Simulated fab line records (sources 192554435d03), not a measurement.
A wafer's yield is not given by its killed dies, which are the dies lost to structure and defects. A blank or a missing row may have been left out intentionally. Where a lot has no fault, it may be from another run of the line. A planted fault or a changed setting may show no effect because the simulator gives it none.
Which tool did it? / flow n5 finfet / Sampling: 10 lots, 30 wafers, 5 of 1938 route steps

WHAT THE GAUGES READ, wafer by wafer
N5_BEOL_M4_RS_MEAS_58: measurement is done with a four-point probe. Usual: M4_RS 0.675 ohm/sq, standard deviation 0.025.
lot=L353; measured=day 7 20:22; on=film metro-01; M4_RS (ohm/sq)=0.692 0.662 0.679; flag=
lot=L354; measured=day 8 19:38; on=film metro-02; M4_RS (ohm/sq)=0.653 0.637 0.636; flag=
lot=L356; measured=day 9 14:09; on=film metro-01; M4_RS (ohm/sq)=0.695 0.671 0.695; flag=
lot=L357; measured=day 10 00:05; on=film metro-01; M4_RS (ohm/sq)=0.698 0.696 0.732; flag=
lot=L358; measured=day 10 16:47; on=film metro-01; M4_RS (ohm/sq)=0.688 0.672 0.659; flag=
lot=L359; measured=day 10 17:10; on=film metro-01; M4_RS (ohm/sq)=0.660 0.671 0.655; flag=
lot=L361; measured=day 11 04:52; on=film metro-02; M4_RS (ohm/sq)=0.679 0.674 0.703; flag=
lot=L362; measured=day 11 13:31; on=film metro-01; M4_RS (ohm/sq)=0.659 0.675 0.658; flag=
lot=L365; measured=day 12 09:47; on=film metro-01; M4_RS (ohm/sq)=0.686 0.697 0.679; flag=
lot=L366; measured=day 12 01:17; on=film metro-02; M4_RS (ohm/sq)=0.650 0.670 0.639; flag=

N5_BEOL_M4_RC_MEAS_101. Usual: DIBL_N 36.2 mV/V, standard deviation 1.2; DIBL_P 36.3 mV/V, standard deviation 1.3; IOFF_N 0.155 nA/um, standard deviation 0.019; IOFF_P 0.210 nA/um, standard deviation 0.029; ION_N 677 uA/um, standard deviation 8.6; ION_P 465 uA/um, standard deviation 6.8; SS_N 71.4 mV/dec, standard deviation 0.48; SS_P 73.2 mV/dec, standard deviation 0.53; VT_N 249.9 mV, standard deviation 2.4; VT_N_LVT 99.0 mV, standard deviation 2.1; VT_P -250 mV, standard deviation 3.2.
lot=L353; measured=day 7 20:34; on=prober-02; DIBL_N (mV/V)=35.9 35.5 35.7; DIBL_P (mV/V)=36.3 36.4 36.2; IOFF_N (nA/um)=0.161 0.155 0.155; IOFF_P (nA/um)=0.233 0.227 0.229; ION_N (uA/um)=680 690 681; ION_P (uA/um)=471 476 472; SS_N (mV/dec)=71.5 70.4 70.8; SS_P (mV/dec)=73.6 72.9 73.7; VT_N (mV)=247.7 246.8 246.7; VT_N_LVT (mV)=98.2 98.0 98.5; VT_P (mV)=-247 -247 -248; flag=
lot=L354; measured=day 8 20:08; on=prober-01; DIBL_N (mV/V)=34.5 34.6 34.0; DIBL_P (mV/V)=35.1 34.9 34.1; IOFF_N (nA/um)=0.138 0.140 0.121; IOFF_P (nA/um)=0.196 0.194 0.177; ION_N (uA/um)=682 670 664; ION_P (uA/um)=470 465 456; SS_N (mV/dec)=70.4 70.7 70.3; SS_P (mV/dec)=73.4 72.7 72.9; VT_N (mV)=250.0 251.1 253.0; VT_N_LVT (mV)=101.1 100.3 102.6; VT_P (mV)=-249 -251 -254; flag=
lot=L356; measured=day 9 14:22; on=prober-02; DIBL_N (mV/V)=37.6 37.2 36.1; DIBL_P (mV/V)=37.0 36.6 35.7; IOFF_N (nA/um)=0.164 0.149 0.144; IOFF_P (nA/um)=0.198 0.181 0.183; ION_N (uA/um)=679 673 674; ION_P (uA/um)=458 457 465; SS_N (mV/dec)=71.6 71.4 71.0; SS_P (mV/dec)=73.7 74.1 73.3; VT_N (mV)=248.7 252.1 251.6; VT_N_LVT (mV)=97.8 100.6 98.8; VT_P (mV)=-252 -253 -251; flag=
lot=L357; measured=day 10 00:17; on=prober-02; DIBL_N (mV/V)=35.7 34.8 33.7; DIBL_P (mV/V)=36.7 35.9 34.1; IOFF_N (nA/um)=0.176 0.147 0.128; IOFF_P (nA/um)=0.239 0.219 0.190; ION_N (uA/um)=682 680 681; ION_P (uA/um)=470 474 467; SS_N (mV/dec)=71.8 70.9 70.7; SS_P (mV/dec)=72.9 74.0 73.0; VT_N (mV)=251.2 250.3 250.1; VT_N_LVT (mV)=96.9 99.3 100.6; VT_P (mV)=-250 -252 -250; flag=
lot=L358; measured=day 10 17:09; on=prober-01; DIBL_N (mV/V)=35.4 36.3 34.9; DIBL_P (mV/V)=36.0 36.8 35.4; IOFF_N (nA/um)=0.149 0.161 0.133; IOFF_P (nA/um)=0.187 0.198 0.178; ION_N (uA/um)=678 689 667; ION_P (uA/um)=464 469 464; SS_N (mV/dec)=71.4 71.6 71.3; SS_P (mV/dec)=72.9 73.5 73.0; VT_N (mV)=248.8 249.3 252.8; VT_N_LVT (mV)=99.0 96.8 100.9; VT_P (mV)=-254 -252 -255; flag=
lot=L359; measured=day 10 17:23; on=prober-02; DIBL_N (mV/V)=35.4 36.1 35.5; DIBL_P (mV/V)=35.1 35.5 35.5; IOFF_N (nA/um)=0.155 0.165 0.158; IOFF_P (nA/um)=0.235 0.245 0.257; ION_N (uA/um)=679 683 671; ION_P (uA/um)=473 477 474; SS_N (mV/dec)=71.8 71.8 71.6; SS_P (mV/dec)=73.3 73.4 73.4; VT_N (mV)=247.3 248.0 248.7; VT_N_LVT (mV)=97.0 97.0 97.9; VT_P (mV)=-246 -244 -244; flag=
lot=L361; measured=day 11 05:05; on=prober-01; DIBL_N (mV/V)=34.4 36.1 37.6; DIBL_P (mV/V)=33.4 36.1 37.4; IOFF_N (nA/um)=0.117 0.154 0.181; IOFF_P (nA/um)=0.192 0.227 0.253; ION_N (uA/um)=669 680 684; ION_P (uA/um)=470 474 470; SS_N (mV/dec)=70.6 71.4 71.6; SS_P (mV/dec)=72.5 73.4 74.0; VT_N (mV)=253.2 250.9 246.6; VT_N_LVT (mV)=104.6 98.9 96.4; VT_P (mV)=-245 -247 -247; flag=
lot=L362; measured=day 11 13:34; on=prober-01; DIBL_N (mV/V)=35.5 37.7 35.9; DIBL_P (mV/V)=35.8 37.8 35.3; IOFF_N (nA/um)=0.165 0.204 0.152; IOFF_P (nA/um)=0.222 0.267 0.218; ION_N (uA/um)=687 678 678; ION_P (uA/um)=467 470 469; SS_N (mV/dec)=71.0 71.8 71.9; SS_P (mV/dec)=73.1 73.8 73.3; VT_N (mV)=245.4 246.3 252.4; VT_N_LVT (mV)=97.3 94.8 99.4; VT_P (mV)=-249 -248 -250; flag=
lot=L365; measured=day 12 09:59; on=prober-02; DIBL_N (mV/V)=35.4 34.9 35.6; DIBL_P (mV/V)=37.3 36.4 37.5; IOFF_N (nA/um)=0.158 0.147 0.172; IOFF_P (nA/um)=0.225 0.215 0.238; ION_N (uA/um)=674 675 680; ION_P (uA/um)=462 469 472; SS_N (mV/dec)=71.5 71.8 70.5; SS_P (mV/dec)=74.0 73.4 73.7; VT_N (mV)=251.2 249.0 248.5; VT_N_LVT (mV)=100.0 99.8 97.7; VT_P (mV)=-249 -249 -246; flag=
lot=L366; measured=day 12 01:39; on=prober-01; DIBL_N (mV/V)=37.0 36.3 36.7; DIBL_P (mV/V)=37.8 37.1 37.1; IOFF_N (nA/um)=0.187 0.175 0.172; IOFF_P (nA/um)=0.269 0.266 0.185; ION_N (uA/um)=680 696 686; ION_P (uA/um)=469 479 464; SS_N (mV/dec)=71.5 71.9 71.8; SS_P (mV/dec)=74.1 73.7 73.1; VT_N (mV)=245.6 247.8 245.8; VT_N_LVT (mV)=97.8 98.4 89.1; VT_P (mV)=-244 -247 -255; flag=

TOOL THAT RAN EACH LOT (tool first, then ch and the chambers of the sampled wafers, then the start)
lot=L353; N5_HKMG_FIN_ALD_74=ald hk-03 ch 0,1,3, day 4 09:44; N5_BEOL_M4_ANNEAL_87=pvd sputter-03, day 7 18:18; N5_BEOL_M4_ANNEAL_91=pvd sputter-03, day 7 18:44
lot=L354; N5_HKMG_FIN_ALD_74=ald hk-01 ch 2,3, day 4 18:31; N5_BEOL_M4_ANNEAL_87=pvd sputter-02, day 8 17:34; N5_BEOL_M4_ANNEAL_91=pvd sputter-02, day 8 18:00
lot=L356; N5_HKMG_FIN_ALD_74=ald hk-03 ch 2,3, day 5 14:54; N5_BEOL_M4_ANNEAL_87=pvd sputter-01, day 9 10:58; N5_BEOL_M4_ANNEAL_91=pvd sputter-01, day 9 11:51
lot=L357; N5_HKMG_FIN_ALD_74=ald hk-01 ch 1,2, day 5 17:04; N5_BEOL_M4_ANNEAL_87=pvd sputter-03, day 9 21:59; N5_BEOL_M4_ANNEAL_91=pvd sputter-03, day 9 22:26
lot=L358; N5_HKMG_FIN_ALD_74=ald hk-01 ch 1,2,3, day 5 20:22; N5_BEOL_M4_ANNEAL_87=pvd sputter-02, day 10 14:43; N5_BEOL_M4_ANNEAL_91=pvd sputter-02, day 10 15:10
lot=L359; N5_HKMG_FIN_ALD_74=ald hk-02 ch 2,3, day 5 21:41; N5_BEOL_M4_ANNEAL_87=pvd sputter-03, day 10 14:57; N5_BEOL_M4_ANNEAL_91=pvd sputter-03, day 10 15:23
lot=L361; N5_HKMG_FIN_ALD_74=ald hk-03 ch 0,1,3, day 6 12:39; N5_BEOL_M4_ANNEAL_87=pvd sputter-01, day 11 01:41; N5_BEOL_M4_ANNEAL_91=pvd sputter-01, day 11 02:34
lot=L362; N5_HKMG_FIN_ALD_74=ald hk-01 ch 0,1,2, day 6 14:21; N5_BEOL_M4_ANNEAL_87=pvd sputter-03, day 11 11:25; N5_BEOL_M4_ANNEAL_91=pvd sputter-03, day 11 11:51
lot=L365; N5_HKMG_FIN_ALD_74=ald hk-01 ch 1,3, day 7 12:15; N5_BEOL_M4_ANNEAL_87=pvd sputter-03, day 12 07:43; N5_BEOL_M4_ANNEAL_91=pvd sputter-03, day 12 08:10
lot=L366; N5_HKMG_FIN_ALD_74=ald hk-01 ch 1,3, day 7 17:49; N5_BEOL_M4_ANNEAL_87=pvd sputter-02, day 11 22:59; N5_BEOL_M4_ANNEAL_91=pvd sputter-02, day 11 23:25
- N5_HKMG_FIN_ALD_74: deposits La2O3, target thk 0.5 nm, pulse time 6 s, co reactant pulse time 1 s.
- N5_BEOL_M4_ANNEAL_87: time 240 s.
- N5_BEOL_M4_ANNEAL_91: time 240 s.

AS READ BY THE TOOLS THEMSELVES (means over the sampled wafers that have a number; for cases with no such wafer, the mark the record gives instead)
N5_HKMG_FIN_ALD_74. Usual: heater power w 359 W, standard deviation 34; precursor pulse height rel 1.002, standard deviation 0.02.
lot=L353; tool=ald hk-03; heater power w (W)=355; precursor pulse height rel=1.009; flag=
lot=L354; tool=ald hk-01; heater power w (W)=338; precursor pulse height rel=0.985; flag=
lot=L356; tool=ald hk-03; heater power w (W)=380; precursor pulse height rel=0.989; flag=
lot=L357; tool=ald hk-01; heater power w (W)=348; precursor pulse height rel=0.996; flag=
lot=L358; tool=ald hk-01; heater power w (W)=348; precursor pulse height rel=0.996; flag=
lot=L359; tool=ald hk-02; heater power w (W)=401; precursor pulse height rel=0.994; flag=
lot=L361; tool=ald hk-03; heater power w (W)=355; precursor pulse height rel=1.017; flag=
lot=L362; tool=ald hk-01; heater power w (W)=356; precursor pulse height rel=1.004; flag=
lot=L365; tool=ald hk-01; heater power w (W)=325; precursor pulse height rel=1.010; flag=
lot=L366; tool=ald hk-01; heater power w (W)=321; precursor pulse height rel=1.016; flag=

N5_BEOL_M4_ANNEAL_87. Usual: 806 W for heater power w, sd 91.
lot=L353; tool=pvd sputter-03; heater power w (W)=810; flag=
lot=L354; tool=pvd sputter-02; heater power w (W)=868; flag=
lot=L356; tool=pvd sputter-01; heater power w (W)=774; flag=
lot=L357; tool=pvd sputter-03; heater power w (W)=830; flag=
lot=L358; tool=pvd sputter-02; heater power w (W)=786; flag=
lot=L359; tool=pvd sputter-03; heater power w (W)=855; flag=
lot=L361; tool=pvd sputter-01; heater power w (W)=769; flag=
lot=L362; tool=pvd sputter-03; heater power w (W)=835; flag=
lot=L365; tool=pvd sputter-03; heater power w (W)=807; flag=
lot=L366; tool=pvd sputter-02; heater power w (W)=772; flag=

N5_BEOL_M4_ANNEAL_91. Usual: 804 W for heater power w, sd 89.
lot=L353; tool=pvd sputter-03; heater power w (W)=820; flag=
lot=L354; tool=pvd sputter-02; heater power w (W)=868; flag=
lot=L356; tool=pvd sputter-01; heater power w (W)=762; flag=
lot=L357; tool=pvd sputter-03; heater power w (W)=821; flag=
lot=L358; tool=pvd sputter-02; heater power w (W)=777; flag=
lot=L359; tool=pvd sputter-03; heater power w (W)=856; flag=
lot=L361; tool=pvd sputter-01; heater power w (W)=781; flag=
lot=L362; tool=pvd sputter-03; heater power w (W)=838; flag=
lot=L365; tool=pvd sputter-03; heater power w (W)=805; flag=
lot=L366; tool=pvd sputter-02; heater power w (W)=769; flag=

THE ANSWER, worked out from the rows above alone
Rule: a lot is off if the mean of its wafers that have a number lies more than 3 standard deviations from the usual mean. Also off: a lot with no number at a reading for which 4 or more lots have one. Where the step has rows for the other lots, those lots are counted as sound. The gauges are gone through in route order, then the tools' own readings, and for those a lot's mean is taken as printed above. At the first step where some lot is off, the reading lying furthest off is the one used; lots without a number count as furthest.
No lot is off at any reading shown: from this, nothing can be told.

WHAT THE SIMULATOR PUT IN
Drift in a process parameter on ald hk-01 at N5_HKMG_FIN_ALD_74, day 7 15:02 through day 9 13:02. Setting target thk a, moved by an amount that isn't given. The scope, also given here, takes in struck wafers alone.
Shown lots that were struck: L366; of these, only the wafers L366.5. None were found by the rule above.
